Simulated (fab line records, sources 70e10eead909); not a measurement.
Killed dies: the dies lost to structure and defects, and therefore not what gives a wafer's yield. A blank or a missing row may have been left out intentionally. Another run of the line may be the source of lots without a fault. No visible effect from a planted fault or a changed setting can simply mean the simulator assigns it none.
Matching of chambers + flow nand harc + 4 sister chambers for NHARC_P_CONTACT_CMP_01 on cmp-02
The step polishes SiO2, target thk 200 nm. 16 wafers are shown with their chamber, then 8 later ones without.

== EACH WAFER AND ITS CHAMBER ==
| wafer  | chamber | motor current A (A) | edge zone pressure frac |
|--------|---------|---------------------|-------------------------|
| L074.3 | 1       | 11.5                | 0.995                   |
| L074.4 | 2       | 11.6                | 1.006                   |
| L074.6 | 2       | 11.6                | 1.011                   |
| L075.1 | 1       | 11.5                | 0.996                   |
| L075.2 | 0       | 13.0                | 1.003                   |
| L075.4 | 3       | 13.8                | 1.004                   |
| L082.2 | 2       | 11.6                | 1.000                   |
| L082.4 | 0       | 13.2                | 1.004                   |
| L082.5 | 0       | 13.9                | 1.000                   |
| L089.3 | 3       | 12.8                | 0.995                   |
| L089.4 | 1       | 11.6                | 0.993                   |
| L089.5 | 2       | 12.0                | 1.004                   |
| L091.2 | 1       | 12.1                | 0.997                   |
| L091.4 | 2       | 11.8                | 0.999                   |
| L091.6 | 3       | 12.7                | 0.994                   |
| L093.1 | 0       | 13.6                | 1.006                   |

SIGNATURES (means of the wafers above)
| reading                 | chamber 0 | chamber 1 | chamber 2 | chamber 3 | scatter within a chamber |
|-------------------------|-----------|-----------|-----------|-----------|--------------------------|
| motor current A         | 13.425    | 11.675    | 11.720    | 13.100    | 0.365                    |
| edge zone pressure frac | 1.00325   | 0.99525   | 1.00400   | 0.99767   | 0.0039                   |
Rule: a wafer's distance from a chamber is the root of the sum, over the readings, of the square of ((its reading less the chamber's mean) divided by the reading's scatter). If the next closest chamber is less than 2 further off than the closest, the wafer can't be placed; otherwise it belongs to the closest. The scatter: the root of (the sum of the squares of (reading less its chamber's mean) over the shown wafers, divided by (wafers less chambers)).

== WAFERS WITHOUT THEIR CHAMBER ==
| wafer  | motor current A (A) | edge zone pressure frac |
|--------|---------------------|-------------------------|
| L093.2 | 13.6                | 1.010                   |
| L093.4 | 11.9                | 0.997                   |
| L094.2 | 11.8                | 0.993                   |
| L094.5 | 12.2                | 0.999                   |
| L094.6 | 11.3                | 0.993                   |
| L096.4 | 11.8                | 1.001                   |
| L096.5 | 13.7                | 1.000                   |
| L096.6 | 11.6                | 1.001                   |

== WHICH CHAMBER EACH ONE RAN IN ==
| wafer  | from the rows above               | in truth |
|--------|-----------------------------------|----------|
| L093.2 | can't be placed: 0 or 3           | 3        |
| L093.4 | can't be placed: 1 or 2           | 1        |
| L094.2 | 1                                 | 1        |
| L094.5 | can't be placed: 1 or 2 or 3 or 0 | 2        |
| L094.6 | can't be placed: 1 or 2           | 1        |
| L096.4 | can't be placed: 2 or 1           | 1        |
| L096.5 | can't be placed: 0 or 3           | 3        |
| L096.6 | can't be placed: 2 or 1           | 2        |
Placed correctly: 1 of 8. From these rows, 7 cannot be placed; in 7 the true chamber is one of the candidates. 0 placed wrongly.
